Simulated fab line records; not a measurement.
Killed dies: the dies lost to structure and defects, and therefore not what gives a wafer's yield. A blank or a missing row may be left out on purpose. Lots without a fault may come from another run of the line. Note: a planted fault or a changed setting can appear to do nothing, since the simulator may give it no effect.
Chamber matching || flow nand harc || NHARC_A_STAIRCASE_DEP_325 on pecvd-01 has 3 sister chambers
The step deposits SiO2, target thk 7200 nm. 6 wafers are shown with their chamber, then 7 later ones without.

## WAFERS, EACH WITH ITS CHAMBER
{"wafer": "L086.4", "chamber": 2, "heater power w (W)": 654}
{"wafer": "L088.1", "chamber": 0, "heater power w (W)": 585}
{"wafer": "L088.5", "chamber": 1, "heater power w (W)": 645}
{"wafer": "L088.6", "chamber": 2, "heater power w (W)": 649}
{"wafer": "L090.2", "chamber": 0, "heater power w (W)": 586}
{"wafer": "L090.4", "chamber": 1, "heater power w (W)": 633}

## WAFERS MISSING THEIR CHAMBER
{"wafer": "L090.6", "heater power w (W)": 502}
{"wafer": "L091.1", "heater power w (W)": 812}
{"wafer": "L091.2", "heater power w (W)": 530}
{"wafer": "L091.4", "heater power w (W)": 641}
{"wafer": "L097.2", "heater power w (W)": 526}
{"wafer": "L097.4", "heater power w (W)": 628}
{"wafer": "L097.6", "heater power w (W)": 510}

## THE CHAMBER EACH PASSED THROUGH
{"wafer": "L090.6", "from the rows above": 0, "in truth": 0}
{"wafer": "L091.1", "from the rows above": 2, "in truth": 2}
{"wafer": "L091.2", "from the rows above": 0, "in truth": 0}
{"wafer": "L091.4", "from the rows above": "can't be placed: 1 or 2", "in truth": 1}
{"wafer": "L097.2", "from the rows above": 0, "in truth": 0}
{"wafer": "L097.4", "from the rows above": 1, "in truth": 1}
{"wafer": "L097.6", "from the rows above": 0, "in truth": 0}
6 of 7 placed correctly. Cannot be placed on the basis of these rows: 1; the candidates contain the true chamber in 1. 0 placed wrongly.
How it was worked out, from the rows above alone: a wafer's distance from a chamber is the root of the sum, over the readings, of the square of ((its reading less the chamber's mean) divided by the reading's scatter). If the next closest chamber is less than 2 further off than the closest, the wafer can't be placed; otherwise it belongs to the closest. The mean given for a chamber averages the wafers shown for that chamber. How the scatter is found: for the shown wafers, subtract from each reading the mean of its chamber, square and add these, divide the total by (wafers less chambers), then take the root.
